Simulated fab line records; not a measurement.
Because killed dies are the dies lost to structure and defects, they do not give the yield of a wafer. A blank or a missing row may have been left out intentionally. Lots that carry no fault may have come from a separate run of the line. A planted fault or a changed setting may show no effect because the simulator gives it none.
What tool caused it? + flow nand_harc + 22 lots with 66 wafers sampled at 6 steps, on a route of 1302 steps

## WHAT THE GAUGES READ, wafer by wafer
The record lacks any reading of a measuring or inspecting step that a usual standard deviation could be used to judge.

## WHICH TOOL RAN EACH LOT (tool, then ch and the chambers of the sampled wafers, then the start)
| lot  | NHARC_A_CHANNEL_HOLE_D1_STRIP_27              | NHARC_A_CHANNEL_FILL_D1_ALD_03                 | NHARC_A_CHANNEL_FILL_D1_ETCHBACK_19 | NHARC_A_CHANNEL_HOLE_D2_ETCH_26  | NHARC_A_STAIRCASE_ETCH_15      | NHARC_A_STAIRCASE_TRIM_18      |
|------|-----------------------------------------------|------------------------------------------------|-------------------------------------|----------------------------------|--------------------------------|--------------------------------|
| L074 | rie_diel-09 ch 1,2, day 10 02:52 or earlier   | ald_sin_batch-02 ch 0, day 10 02:52 or earlier | rie_si-03 ch 0,1, day 10 02:52      | har_etch-01 ch 1, day 13 07:23   | rie_diel-13 ch 0,2,3, no start | rie_diel-13 ch 0,2,3, no start |
| L075 | rie_diel-11 ch 0,1,3, day 10 02:52 or earlier | ald_sin_batch-01 ch 0, day 10 02:52 or earlier | rie_si-02 ch 0,3, day 10 02:52      | har_etch-02 ch 0,1, day 13 08:43 | rie_diel-09 ch 0,1,2, no start | rie_diel-09 ch 0,1, no start   |
| L076 | rie_diel-09 ch 0,1,3, day 10 16:19 or earlier | ald_sin_batch-02 ch 0, day 10 16:19 or earlier | rie_si-02 ch 0,2,3, day 10 16:19    | har_etch-01 ch 0,1, day 13 23:28 | rie_diel-13 ch 2,3, no start   | rie_diel-13 ch 0,2, no start   |
| L077 | rie_diel-11 ch 1,3, day 10 23:10 or earlier   | ald_sin_batch-01 ch 0, day 10 23:10 or earlier | rie_si-01 ch 1,2,3, day 10 23:10    | har_etch-02 ch 0,1, day 14 07:35 | rie_diel-09 ch 2,3, no start   | rie_diel-09 ch 0,1,2, no start |
| L078 | rie_diel-11 ch 0,2,3, day 11 04:33 or earlier | ald_sin_batch-02 ch 0, day 11 04:33 or earlier | rie_si-02 ch 0,2, day 11 04:33      | har_etch-01 ch 0,1, day 14 13:37 | rie_diel-09 ch 1,3, no start   | rie_diel-09 ch 1,2,3, no start |
| L079 | rie_diel-09 ch 0,3, day 11 18:56 or earlier   | ald_sin_batch-01 ch 0, day 11 18:56 or earlier | rie_si-02 ch 0,1,2, day 11 18:56    | har_etch-02 ch 1, day 15 13:24   | rie_diel-02 ch 2,3, no start   | rie_diel-02 ch 0,1, no start   |
| L080 | rie_diel-11 ch 0,1, day 12 07:20 or earlier   | ald_sin_batch-03 ch 0, day 12 07:20 or earlier | rie_si-02 ch 0,3, day 12 07:20      | har_etch-02 ch 0,1, day 16 02:17 | rie_diel-13 ch 1,2, no start   | rie_diel-13 ch 2,3, no start   |
| L081 | rie_diel-13 ch 1,2, day 12 23:24 or earlier   | ald_sin_batch-03 ch 0, day 12 23:24 or earlier | rie_si-02 ch 2,3, day 12 23:24      | har_etch-01 ch 1, day 16 10:03   | rie_diel-13 ch 0,3, no start   | rie_diel-13 ch 0,1,2, no start |
| L083 | rie_diel-11 ch 1,2,3, day 14 00:44 or earlier | ald_sin_batch-01 ch 0, day 14 00:44 or earlier | rie_si-02 ch 0,1,2, day 14 00:44    | har_etch-01 ch 1, day 17 19:16   | rie_diel-09 ch 0,3, no start   | rie_diel-09 ch 2,3, no start   |
| L084 | rie_diel-13 ch 0,3, day 14 00:45 or earlier   | ald_sin_batch-01 ch 0, day 14 00:45 or earlier | rie_si-01 ch 0,1,2, day 14 00:45    | har_etch-02 ch 0,1, day 17 19:06 | rie_diel-13 ch 0,2,3, no start | rie_diel-13 ch 0,1,3, no start |
| L086 | rie_diel-11 ch 0,3, day 14 19:08 or earlier   | ald_sin_batch-03 ch 0, day 14 19:08 or earlier | rie_si-03 ch 1,2, day 14 19:08      | har_etch-01 ch 1, day 18 03:38   | rie_diel-02 ch 0,1,2, no start | rie_diel-02 ch 0,1,2, no start |
| L085 | rie_diel-11 ch 0,1,3, day 14 19:07 or earlier | ald_sin_batch-03 ch 0, day 14 19:07 or earlier | rie_si-02 ch 0,1,2, day 14 19:07    | har_etch-02 ch 0,1, day 18 03:26 | rie_diel-13 ch 0,2,3, no start | rie_diel-13 ch 0,1,2, no start |
| L089 | rie_diel-11 ch 0,1,2, day 15 23:23 or earlier | ald_sin_batch-01 ch 0, day 15 23:23 or earlier | rie_si-03 ch 1,2,3, day 15 23:23    | har_etch-01 ch 0,1, day 19 10:48 | rie_diel-02 ch 0,1, no start   | rie_diel-02 ch 1,3, no start   |
| L088 | rie_diel-11 ch 0,2,3, day 16 06:47 or earlier | ald_sin_batch-02 ch 0, day 16 06:47 or earlier | rie_si-01 ch 0,3, day 16 06:47      | har_etch-02 ch 0, day 19 18:17   | rie_diel-13 ch 0,2, no start   | rie_diel-13 ch 1,3, no start   |
| L091 | rie_diel-09 ch 0,2, day 16 19:55 or earlier   | ald_sin_batch-03 ch 0, day 16 19:55 or earlier | rie_si-01 ch 0,2,3, day 16 19:55    | har_etch-01 ch 0,1, day 20 05:45 | rie_diel-02 ch 0,1,2, no start | rie_diel-02 ch 1,2, no start   |
| L090 | rie_diel-11 ch 0,3, day 17 03:11 or earlier   | ald_sin_batch-02 ch 0, day 17 03:11 or earlier | rie_si-01 ch 2,3, day 17 03:11      | har_etch-01 ch 0,1, day 20 12:14 | rie_diel-13 ch 0,2,3, no start | rie_diel-13 ch 0,1, no start   |
| L092 | rie_diel-11 ch 0,1,3, day 17 08:32 or earlier | ald_sin_batch-02 ch 0, day 17 08:32 or earlier | rie_si-03 ch 0,1, day 17 08:32      | har_etch-02 ch 0,1, day 21 00:25 | rie_diel-02 ch 0,3, no start   | rie_diel-02 ch 0,1,2, no start |
| L093 | rie_diel-13 ch 2,3, day 17 08:32 or earlier   | ald_sin_batch-01 ch 0, day 17 08:32 or earlier | rie_si-02 ch 0,2,3, day 17 08:32    | har_etch-01 ch 0,1, day 20 20:19 | rie_diel-09 ch 0,2,3, no start | rie_diel-09 ch 0,1,3, no start |
| L094 | rie_diel-11 ch 0,3, day 18 07:02 or earlier   | ald_sin_batch-02 ch 0, day 18 07:02 or earlier | rie_si-01 ch 0,2,3, day 18 07:02    | har_etch-01 ch 0,1, day 21 21:52 | rie_diel-09 ch 1,2,3, no start | rie_diel-09 ch 1,2,3, no start |
| L095 | rie_diel-11 ch 0,1,2, day 18 17:04 or earlier | ald_sin_batch-03 ch 0, day 18 17:04 or earlier | rie_si-02 ch 0,1,3, day 18 17:04    | har_etch-02 ch 0,1, day 22 04:11 | rie_diel-13 ch 0,1,3, no start | rie_diel-13 ch 1,2, no start   |
| L096 | rie_diel-11 ch 0,2,3, day 19 01:41 or earlier | ald_sin_batch-01 ch 0, day 19 01:41 or earlier | rie_si-03 ch 0,1,2, day 19 01:41    | har_etch-01 ch 0,1, day 22 16:08 | rie_diel-09 ch 1,3, no start   | rie_diel-09 ch 1,2,3, no start |
| L097 | rie_diel-11 ch 1,2,3, day 19 01:41 or earlier | ald_sin_batch-01 ch 0, day 19 01:41 or earlier | rie_si-02 ch 0,3, day 19 01:41      | har_etch-02 ch 1, day 22 12:31   | rie_diel-09 ch 1,3, no start   | rie_diel-09 ch 1,2,3, no start |
- NHARC_A_CHANNEL_HOLE_D1_STRIP_27: strips in O2.
- NHARC_A_CHANNEL_FILL_D1_ALD_03: deposits SiNx, target thk 6 nm, pulse time 60 s, ald cycles 58.
- NHARC_A_CHANNEL_FILL_D1_ETCHBACK_19: etches the open film in HBr/Cl2, target depth 5 nm, time 1.7 s.
- NHARC_A_CHANNEL_HOLE_D2_ETCH_26: etches the open film in C4F8/O2/Ar, time 224.1 s, target depth 300 nm.
- NHARC_A_STAIRCASE_ETCH_15: etches the open film in C4F8/O2, target depth 100 nm, time 40.5 s.
- NHARC_A_STAIRCASE_TRIM_18: chemistry O2, time 211.2 s.

## WHAT THE TOOLS THEMSELVES READ (means of the sampled wafers that have a number; where no wafer has one, the mark that the record gives instead)
NHARC_A_CHANNEL_HOLE_D1_STRIP_27. Usual: drypump_motor_current_A 5.67 A, standard deviation 0.28; oes_product_au 0.998 a.u., standard deviation 0.01; rf_vpp_V 58.0 V, standard deviation 0.93; showerhead_plenum_p_Torr 3.64 Torr, standard deviation 0.11; throttle_valve_pct 17.036 %, standard deviation 0.0095.
| lot  | tool        | drypump_motor_current_A (A) | oes_product_au (a.u.) | rf_vpp_V (V) | showerhead_plenum_p_Torr (Torr) | throttle_valve_pct (%) | flag |
|------|-------------|-----------------------------|-----------------------|--------------|---------------------------------|------------------------|------|
| L074 | rie_diel-09 | 6.06                        | 1.000                 | 57.9         | 3.67                            | 17.030                 |      |
| L075 | rie_diel-11 | 5.68                        | 0.993                 | 58.0         | 3.69                            | 17.029                 |      |
| L076 | rie_diel-09 | 5.56                        | 1.010                 | 58.0         | 3.61                            | 17.039                 |      |
| L077 | rie_diel-11 | 5.73                        | 0.985                 | 57.7         | 3.76                            | 17.031                 |      |
| L078 | rie_diel-11 | 5.60                        | 0.988                 | 57.9         | 3.62                            | 17.041                 |      |
| L079 | rie_diel-09 | 5.39                        | 1.002                 | 57.2         | 3.54                            | 17.040                 |      |
| L080 | rie_diel-11 | 5.61                        | 1.004                 | 57.6         | 3.69                            | 17.036                 |      |
| L081 | rie_diel-13 | 5.87                        | 1.003                 | 57.9         | 3.57                            | 17.036                 |      |
| L083 | rie_diel-11 | 5.59                        | 1.001                 | 59.0         | 3.70                            | 17.034                 |      |
| L084 | rie_diel-13 | 5.88                        | 1.007                 | 58.7         | 3.63                            | 17.041                 |      |
| L086 | rie_diel-11 | 5.72                        | 0.986                 | 58.2         | 3.61                            | 17.036                 |      |
| L085 | rie_diel-11 | 5.68                        | 1.002                 | 59.4         | 3.69                            | 17.038                 |      |
| L089 | rie_diel-11 | 5.54                        | 0.993                 | 58.2         | 3.62                            | 17.030                 |      |
| L088 | rie_diel-11 | 5.60                        | 0.992                 | 57.9         | 3.62                            | 17.037                 |      |
| L091 | rie_diel-09 | 6.26                        | 1.003                 | 58.3         | 3.74                            | 17.044                 |      |
| L090 | rie_diel-11 | 5.77                        | 0.985                 | 57.8         | 3.68                            | 17.036                 |      |
| L092 | rie_diel-11 | 5.68                        | 0.990                 | 58.3         | 3.68                            | 17.028                 |      |
| L093 | rie_diel-13 | 5.89                        | 1.010                 | 57.5         | 3.51                            | 17.039                 |      |
| L094 | rie_diel-11 | 5.71                        | 0.987                 | 57.9         | 3.61                            | 17.023                 |      |
| L095 | rie_diel-11 | 5.53                        | 1.004                 | 56.8         | 3.62                            | 17.040                 |      |
| L096 | rie_diel-11 | 5.61                        | 0.997                 | 58.3         | 3.61                            | 17.023                 |      |
| L097 | rie_diel-11 | 5.57                        | 0.999                 | 57.5         | 3.69                            | 17.042                 |      |

NHARC_A_CHANNEL_FILL_D1_ALD_03. Usual: 1.000 for precursor_pulse_height_rel, sd 0.02.
| lot  | tool             | precursor_pulse_height_rel | flag |
|------|------------------|----------------------------|------|
| L074 | ald_sin_batch-02 | 0.994                      |      |
| L075 | ald_sin_batch-01 | 0.984                      |      |
| L076 | ald_sin_batch-02 | 1.006                      |      |
| L077 | ald_sin_batch-01 | 1.001                      |      |
| L078 | ald_sin_batch-02 | 1.013                      |      |
| L079 | ald_sin_batch-01 | 0.965                      |      |
| L080 | ald_sin_batch-03 | 0.968                      |      |
| L081 | ald_sin_batch-03 | 0.994                      |      |
| L083 | ald_sin_batch-01 | 1.016                      |      |
| L084 | ald_sin_batch-01 | 1.001                      |      |
| L086 | ald_sin_batch-03 | 0.997                      |      |
| L085 | ald_sin_batch-03 | 0.993                      |      |
| L089 | ald_sin_batch-01 | 1.000                      |      |
| L088 | ald_sin_batch-02 | 1.003                      |      |
| L091 | ald_sin_batch-03 | 0.995                      |      |
| L090 | ald_sin_batch-02 | 1.001                      |      |
| L092 | ald_sin_batch-02 | 1.017                      |      |
| L093 | ald_sin_batch-01 | 0.992                      |      |
| L094 | ald_sin_batch-02 | 1.006                      |      |
| L095 | ald_sin_batch-03 | 0.988                      |      |
| L096 | ald_sin_batch-01 | 0.997                      |      |
| L097 | ald_sin_batch-01 | 0.998                      |      |

NHARC_A_CHANNEL_FILL_D1_ETCHBACK_19. Usual: bias_w 99.96 W, standard deviation 0.28; drypump_motor_current_A 5.6 A, standard deviation 0.57; oes_product_au 1.001 a.u., standard deviation 0.0097; rf_fwd_power_W 390.2 W, standard deviation 1.2; throttle_valve_pct 26.406 %, standard deviation 0.0093.
| lot  | tool      | bias_w (W) | drypump_motor_current_A (A) | oes_product_au (a.u.) | rf_fwd_power_W (W) | throttle_valve_pct (%) | flag |
|------|-----------|------------|-----------------------------|-----------------------|--------------------|------------------------|------|
| L074 | rie_si-03 | 100.17     | 5.9                         | 0.999                 | 391.5              | 26.398                 |      |
| L075 | rie_si-02 | 99.77      | 5.9                         | 1.000                 | 389.8              | 26.409                 |      |
| L076 | rie_si-02 | 99.82      | 5.7                         | 1.006                 | 388.8              | 26.398                 |      |
| L077 | rie_si-01 | 99.85      | 5.9                         | 1.005                 | 390.5              | 26.403                 |      |
| L078 | rie_si-02 | 99.92      | 5.5                         | 1.016                 | 390.0              | 26.405                 |      |
| L079 | rie_si-02 | 99.61      | 5.3                         | 1.014                 | 391.5              | 26.411                 |      |
| L080 | rie_si-02 | 100.06     | 5.9                         | 1.009                 | 390.8              | 26.411                 |      |
| L081 | rie_si-02 | 99.92      | 6.1                         | 1.005                 | 389.9              | 26.400                 |      |
| L083 | rie_si-02 | 100.25     | 5.2                         | 0.994                 | 390.0              | 26.410                 |      |
| L084 | rie_si-01 | 100.24     | 6.1                         | 1.007                 | 390.3              | 26.411                 |      |
| L086 | rie_si-03 | 100.02     | 6.3                         | 1.002                 | 391.0              | 26.401                 |      |
| L085 | rie_si-02 | 100.06     | 5.3                         | 0.998                 | 390.0              | 26.417                 |      |
| L089 | rie_si-03 | 99.97      | 6.0                         | 1.001                 | 389.4              | 26.398                 |      |
| L088 | rie_si-01 | 100.03     | 5.2                         | 1.002                 | 392.1              | 26.408                 |      |
| L091 | rie_si-01 | 99.85      | 5.6                         | 1.003                 | 390.2              | 26.413                 |      |
| L090 | rie_si-01 | 100.00     | 5.8                         | 1.005                 | 390.1              | 26.406                 |      |
| L092 | rie_si-03 | 99.77      | 5.9                         | 1.005                 | 390.5              | 26.404                 |      |
| L093 | rie_si-02 | 99.99      | 5.7                         | 1.001                 | 389.4              | 26.407                 |      |
| L094 | rie_si-01 | 100.08     | 5.6                         | 1.008                 | 389.9              | 26.406                 |      |
| L095 | rie_si-02 | 100.01     | 5.5                         | 0.999                 | 389.9              | 26.411                 |      |
| L096 | rie_si-03 | 99.77      | 5.8                         | 0.987                 | 389.6              | 26.404                 |      |
| L097 | rie_si-02 | 99.84      | 5.9                         | 1.007                 | 389.3              | 26.400                 |      |

NHARC_A_CHANNEL_HOLE_D2_ETCH_26. Usual: drypump_motor_current_A 5.6 A, standard deviation 0.56; rf_fwd_power_W 1992 W, standard deviation 3.4; showerhead_plenum_p_Torr 3.69 Torr, standard deviation 0.14; throttle_valve_pct 24.584 %, standard deviation 0.0098.
| lot  | tool        | drypump_motor_current_A (A) | rf_fwd_power_W (W) | showerhead_plenum_p_Torr (Torr) | throttle_valve_pct (%) | flag |
|------|-------------|-----------------------------|--------------------|---------------------------------|------------------------|------|
| L074 | har_etch-01 | 5.7                         | -                  | 3.60                            | 24.584                 |      |
| L075 | har_etch-02 | 6.1                         | -                  | 3.52                            | 24.591                 |      |
| L076 | har_etch-01 | 5.0                         | -                  | 3.70                            | 24.577                 |      |
| L077 | har_etch-02 | 6.0                         | -                  | 3.61                            | 24.593                 |      |
| L078 | har_etch-01 | 5.4                         | -                  | 3.64                            | 24.575                 |      |
| L079 | har_etch-02 | 6.0                         | 1992               | 3.69                            | 24.593                 |      |
| L080 | har_etch-02 | 6.0                         | -                  | 3.78                            | 24.586                 |      |
| L081 | har_etch-01 | 5.7                         | -                  | 3.58                            | 24.584                 |      |
| L083 | har_etch-01 | 5.7                         | -                  | 3.56                            | 24.592                 |      |
| L084 | har_etch-02 | 6.1                         | -                  | 3.88                            | 24.587                 |      |
| L086 | har_etch-01 | 5.7                         | -                  | 3.56                            | 24.579                 |      |
| L085 | har_etch-02 | 6.0                         | -                  | 3.77                            | 24.584                 |      |
| L089 | har_etch-01 | 5.4                         | -                  | 3.60                            | 24.577                 |      |
| L088 | har_etch-02 | 6.1                         | -                  | 3.96                            | 24.576                 |      |
| L091 | har_etch-01 | 5.4                         | -                  | 3.60                            | 24.583                 |      |
| L090 | har_etch-01 | 5.0                         | -                  | 3.64                            | 24.580                 |      |
| L092 | har_etch-02 | 6.0                         | -                  | 3.75                            | 24.583                 |      |
| L093 | har_etch-01 | 5.4                         | -                  | 3.59                            | 24.587                 |      |
| L094 | har_etch-01 | 5.0                         | -                  | 3.63                            | 24.581                 |      |
| L095 | har_etch-02 | 6.1                         | -                  | 3.85                            | 24.591                 |      |
| L096 | har_etch-01 | 5.4                         | -                  | 3.57                            | 24.582                 |      |
| L097 | har_etch-02 | 6.0                         | -                  | 3.63                            | 24.579                 |      |

NHARC_A_STAIRCASE_ETCH_15. Usual: bias_w 999.9 W, standard deviation 2.9; oes_product_au 0.943 a.u., standard deviation 0.012; rf_fwd_power_W 592 W, standard deviation 3.2; rf_vpp_V 897 V, standard deviation 4.8.
| lot  | tool        | bias_w (W) | oes_product_au (a.u.) | rf_fwd_power_W (W) | rf_vpp_V (V) | flag |
|------|-------------|------------|-----------------------|--------------------|--------------|------|
| L074 | rie_diel-13 | 999.1      | 0.933                 | 591                | 896          |      |
| L075 | rie_diel-09 | 1000.7     | 0.927                 | 593                | 901          |      |
| L076 | rie_diel-13 | 1001.9     | 0.943                 | 593                | 895          |      |
| L077 | rie_diel-09 | 1000.7     | 0.951                 | 593                | 895          |      |
| L078 | rie_diel-09 | 1000.3     | 0.945                 | 595                | 893          |      |
| L079 | rie_diel-02 | 999.6      | 0.957                 | 588                | 902          |      |
| L080 | rie_diel-13 | 1004.0     | 0.944                 | 592                | 894          |      |
| L081 | rie_diel-13 | 999.9      | 0.946                 | 592                | 898          |      |
| L083 | rie_diel-09 | 1003.2     | 0.941                 | 597                | 896          |      |
| L084 | rie_diel-13 | 999.9      | 0.932                 | 592                | 896          |      |
| L086 | rie_diel-02 | 997.9      | 0.936                 | 589                | 898          |      |
| L085 | rie_diel-13 | 1003.4     | 0.949                 | 592                | 895          |      |
| L089 | rie_diel-02 | 1000.1     | 0.936                 | 593                | 893          |      |
| L088 | rie_diel-13 | 998.7      | 0.946                 | 588                | 897          |      |
| L091 | rie_diel-02 | 1000.4     | 0.940                 | 591                | 898          |      |
| L090 | rie_diel-13 | 999.5      | 0.951                 | 593                | 895          |      |
| L092 | rie_diel-02 | 999.5      | 0.932                 | 593                | 893          |      |
| L093 | rie_diel-09 | 998.7      | 0.950                 | 594                | 897          |      |
| L094 | rie_diel-09 | 1001.4     | 0.963                 | 591                | 896          |      |
| L095 | rie_diel-13 | 1000.5     | 0.954                 | 593                | 899          |      |
| L096 | rie_diel-09 | 998.7      | 0.937                 | 593                | 892          |      |
| L097 | rie_diel-09 | 999.3      | 0.938                 | 593                | 893          |      |

NHARC_A_STAIRCASE_TRIM_18. Usual: drypump_motor_current_A 5.8 A, standard deviation 0.39; oes_product_au 1.001 a.u., standard deviation 0.01; rf_vpp_V 57.9 V, standard deviation 0.78; showerhead_plenum_p_Torr 3.57 Torr, standard deviation 0.13; throttle_valve_pct 17.037 %, standard deviation 0.0097.
| lot  | tool        | drypump_motor_current_A (A) | oes_product_au (a.u.) | rf_vpp_V (V) | showerhead_plenum_p_Torr (Torr) | throttle_valve_pct (%) | flag |
|------|-------------|-----------------------------|-----------------------|--------------|---------------------------------|------------------------|------|
| L074 | rie_diel-13 | 5.9                         | 1.001                 | 57.4         | 3.54                            | 17.032                 |      |
| L075 | rie_diel-09 | 6.0                         | 0.996                 | 57.9         | 3.71                            | 17.043                 |      |
| L076 | rie_diel-13 | 5.8                         | 0.998                 | 58.0         | 3.49                            | 17.043                 |      |
| L077 | rie_diel-09 | 6.0                         | 1.007                 | 58.2         | 3.67                            | 17.036                 |      |
| L078 | rie_diel-09 | 5.6                         | 1.005                 | 57.8         | 3.55                            | 17.045                 |      |
| L079 | rie_diel-02 | 5.6                         | 0.993                 | 58.4         | 3.56                            | 17.035                 |      |
| L080 | rie_diel-13 | 5.9                         | 1.001                 | 58.0         | 3.50                            | 17.040                 |      |
| L081 | rie_diel-13 | 5.9                         | 0.997                 | 57.7         | 3.55                            | 17.041                 |      |
| L083 | rie_diel-09 | 5.9                         | 1.005                 | 58.2         | 3.56                            | 17.034                 |      |
| L084 | rie_diel-13 | 5.9                         | 1.006                 | 57.2         | 3.59                            | 17.037                 |      |
| L086 | rie_diel-02 | 5.7                         | 1.002                 | 58.1         | 3.59                            | 17.038                 |      |
| L085 | rie_diel-13 | 5.9                         | 0.998                 | 58.1         | 3.54                            | 17.039                 |      |
| L089 | rie_diel-02 | 5.5                         | 0.987                 | 58.3         | 3.58                            | 17.046                 |      |
| L088 | rie_diel-13 | 5.9                         | 0.999                 | 57.6         | 3.58                            | 17.037                 |      |
| L091 | rie_diel-02 | 5.5                         | 1.001                 | 58.1         | 3.74                            | 17.038                 |      |
| L090 | rie_diel-13 | 5.9                         | 1.007                 | 58.4         | 3.61                            | 17.035                 |      |
| L092 | rie_diel-02 | 5.7                         | 0.994                 | 57.3         | 3.58                            | 17.035                 |      |
| L093 | rie_diel-09 | 5.6                         | 0.999                 | 58.3         | 3.55                            | 17.034                 |      |
| L094 | rie_diel-09 | 5.6                         | 1.005                 | 57.5         | 3.52                            | 17.034                 |      |
| L095 | rie_diel-13 | 5.8                         | 1.004                 | 57.5         | 3.45                            | 17.037                 |      |
| L096 | rie_diel-09 | 5.6                         | 1.009                 | 57.0         | 3.51                            | 17.033                 |      |
| L097 | rie_diel-09 | 5.6                         | 0.999                 | 56.8         | 3.51                            | 17.044                 |      |

## THE ANSWER, worked out from the rows above alone
Rule: take the mean of a lot's wafers that have a number; if it is more than 3 standard deviations from the usual mean, the lot is off. A lot without any number at a reading at which 4 lots or more have one is off too. The other lots that the step has rows for count as sound. First the gauges in route order, then the tools' own readings, where a lot's mean is used as printed above. The first step at which some lot is off is used, and at that step the reading that is off furthest; a lot without a number counts as furthest.
No lot is off at any reading shown: from this, nothing can be told.

## WHAT THE SIMULATOR PUT IN
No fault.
